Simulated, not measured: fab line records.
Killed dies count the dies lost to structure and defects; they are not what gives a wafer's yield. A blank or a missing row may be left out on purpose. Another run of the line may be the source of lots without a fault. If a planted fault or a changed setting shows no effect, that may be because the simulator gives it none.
A struck lot beside a sound one | flow nand harc | 42 steps out of a route of 1159
Sound: these wafers, L104.1, L104.2, L104.4. Struck: wafer L117.6 (L117.1, L117.4, from the same lot, were not struck and are left out); the cause is given at the end.
At each step with rows: each side's tool, then ch and its chambers, then its first start. Under that, the readings that differ: sound wafers | struck wafers | difference of the means | sigmas: that difference in standard deviations of wafers without a fault.
alike: words and numbers the same on both sides, and readings whose means are apart by under 2 such deviations; not compared: readings that were withheld, readings missing a value for some wafer, numbers with overlapping values and no deviation given by the record, and bounds like >300 which may hide the same value.
The two part at a step that has a row with sigmas, a row that says differs or no value, or rows on one side only. When numbers do not overlap yet have no deviation, they are printed without sigmas and do not part them. A reading that every wafer of one side lacks parts them only if that side has two wafers or more.

NHARC_A_CONTACT_ETCH_77: etches the open film in CF4/CHF3, target depth 72.6 nm, time 36.3 s.
  sound: rie diel-13 ch 1,2,3; struck: rie diel-13 ch 1
  alike: bias w, drypump motor current A, oes product au, rf vpp V, showerhead plenum p Torr, throttle valve pct
  not compared: rf hours counter h
then, 6 steps without rows for these wafers: NHARC_A_CONTACT_ETCH_78 (etches the open film in O2/COS, target depth 2800 nm, time 728 s); NHARC_A_CONTACT_ETCH_124 (etches the open film in C4F8/O2/Ar, time 140 s, target depth 700 nm); NHARC_A_CONTACT_ETCH_125 (etches the open film in C4F8/O2/Ar, time 155 s, target depth 956 nm); NHARC_A_CONTACT_ETCH_126 (etches the open film in C4F8/O2/Ar, time 155 s, target depth 956 nm); NHARC_A_CONTACT_ETCH_127 (etches the open film in C4F8/O2/Ar, time 155 s, target depth 956 nm); NHARC_A_CONTACT_ETCH_128 (etches the open film in C4F8/O2/Ar, time 155 s, target depth 956 nm).
NHARC_A_CONTACT_ETCH_129: etches the open film in C4F8/O2/Ar, time 155 s, target depth 956 nm.
  sound on har cap etch-03 ch 0,1, day 17 01:56; struck on har cap etch-03 ch 1, day 21 01:46
  not compared: rf hours counter h
NHARC_A_CONTACT_ETCH_130: etches the open film in C4F8/O2/Ar, time 155 s, target depth 956 nm.
  sound on har cap etch-03 ch 0,1, day 17 02:07; struck on har cap etch-03 ch 1, day 21 01:54
  not compared: rf hours counter h
then, 3 steps without rows for these wafers: NHARC_A_CONTACT_ETCH_131 (etches the open film in C4F8/O2/Ar, time 155 s, target depth 956 nm); NHARC_A_CONTACT_ETCH_132 (etches the open film in C4F8/O2/Ar, time 156 s, target depth 958 nm); NHARC_A_CONTACT_ETCH_133 (etches the open film in C4F8/O2/Ar, time 195 s, target depth 840 nm).
NHARC_A_CONTACT_ETCH_91: etches the open film in CH3F/O2, target depth 40 nm, time 85.7 s.
  sound on rie diel-03 ch 1,2,3, day 17 03:21; struck on rie diel-03 ch 3, day 21 02:52
  reading    | sound            | struck | difference | sigmas
  bias w (W) | 100.9 99.6 100.3 | 99.6   | -0.7       | -2
  alike: drypump motor current A, oes product au, rf vpp V, showerhead plenum p Torr, throttle valve pct
  not compared: rf hours counter h
NHARC_A_CONTACT_ETCH_97: etches the open film in C4F6/O2, target depth 20 nm, time 10 s.
  sound: rie diel-03 ch 0,1,3; struck: rie diel-03 ch 0
  alike: bias w, drypump motor current A, oes product au, rf vpp V, showerhead plenum p Torr, throttle valve pct
  not compared: rf hours counter h
NHARC_A_CONTACT_CD_MEAS_80:
  sound: cd sem-01 at day 17 03:34; struck: cd sem-03 at day 21 03:05
  reading    | sound             | struck | difference | sigmas
  cd nm (nm) | 190.7 191.1 190.8 | 189.0  | -1.9       | -3
then, 18 steps without rows for these wafers: NHARC_A_CONTACT_STRIP_103 (strips in N2/H2); NHARC_A_CONTACT_STRIP_104 (strips in CF4/CHF3); NHARC_A_CONTACT_STRIP_105 (strips in O2/COS); NHARC_A_CONTACT_ETCH_106 (etches the open film in CF4/O2, target depth 60 nm, overetch 6 nm, time 33 s); NHARC_A_CONTACT_STRIP_82 (strips in O2); NHARC_A_CONTACT_STRIP_83 (strips in post etch residue remover, time 600 s); NHARC_A_CONTACT_DEP_84 (deposits aC, target thk 2000 nm); NHARC_A_CONTACT_DEP_85 (deposits SiON, target thk 50 nm); NHARC_A_CONTACT_DEHYDRATE_00 (time 120 s); NHARC_A_CONTACT_HMDS_01 (time 30 s); NHARC_A_CONTACT_COAT_86 (time 75 s); NHARC_A_CONTACT_COAT_87 (time 65 s); NHARC_A_CONTACT_COAT_02 (resist thk 90 nm); NHARC_A_CONTACT_SOFTBAKE_03 (time 55 s); NHARC_A_CONTACT_EBR_04; NHARC_A_CONTACT_EXPOSE_05 (exposes mask A CC); NHARC_A_CONTACT_PEB_06 (peb time 65 s); NHARC_A_CONTACT_DEVELOP_07 (develop time 35 s).
NHARC_A_CONTACT_CD_MEAS_08: target cd 100 nm.
  sound on cd sem-03 ch 0, day 17 08:49; struck on cd sem-01 ch 0, day 21 09:40
  alike: cd nm
NHARC_A_CONTACT_OVL_MEAS_09:
  sound: overlay-01 at day 17 08:54; struck: overlay-01 at day 21 09:46
  alike: overlay x nm, overlay y nm
then, 2 steps without rows for these wafers: NHARC_A_CONTACT_DESCUM_13 (chemistry O2, time 3 s); NHARC_A_CONTACT_ETCH_88 (etches the open film in CF4, target depth 39 nm, time 65 s).
NHARC_A_CONTACT_ETCH_89: etches the open film in N2/H2, target depth 260 nm, time 475.3 s.
  sound: rie diel-13 ch 0,1,3; struck: rie diel-03 ch 1
  alike: bias w, drypump motor current A, oes product au, rf vpp V, showerhead plenum p Torr, throttle valve pct
  not compared: rf hours counter h
then, 3 steps without rows for these wafers: NHARC_A_CONTACT_ETCH_30 (etches the open film in CF4/CHF3, target depth 60.5 nm, time 30.2 s); NHARC_A_CONTACT_ETCH_31 (etches the open film in O2/COS, target depth 2000 nm, time 520 s); NHARC_A_CONTACT_ETCH_134 (etches the open film in C4F8/O2/Ar, time 140 s, target depth 700 nm).
-- jump in the record: it breaks off in module A_CONTACT and resumes in module END (first step shown: number 1159 of the route), and 3 days separate the struck wafers' starts before and after --
NHARC_END_SORT_01:
  at this point the record logs the struck wafers (prober-01 ch 0, day 24 04:10) and has no rows for the sound ones

== WHERE THEY PART ==
Last at NHARC_END_SORT_01 as far as this record goes, first at NHARC_A_CONTACT_ETCH_91.

WHY: what the simulator had put in
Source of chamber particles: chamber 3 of rie diel-03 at NHARC_A_CONTACT_ETCH_91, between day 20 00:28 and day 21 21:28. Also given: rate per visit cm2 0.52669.
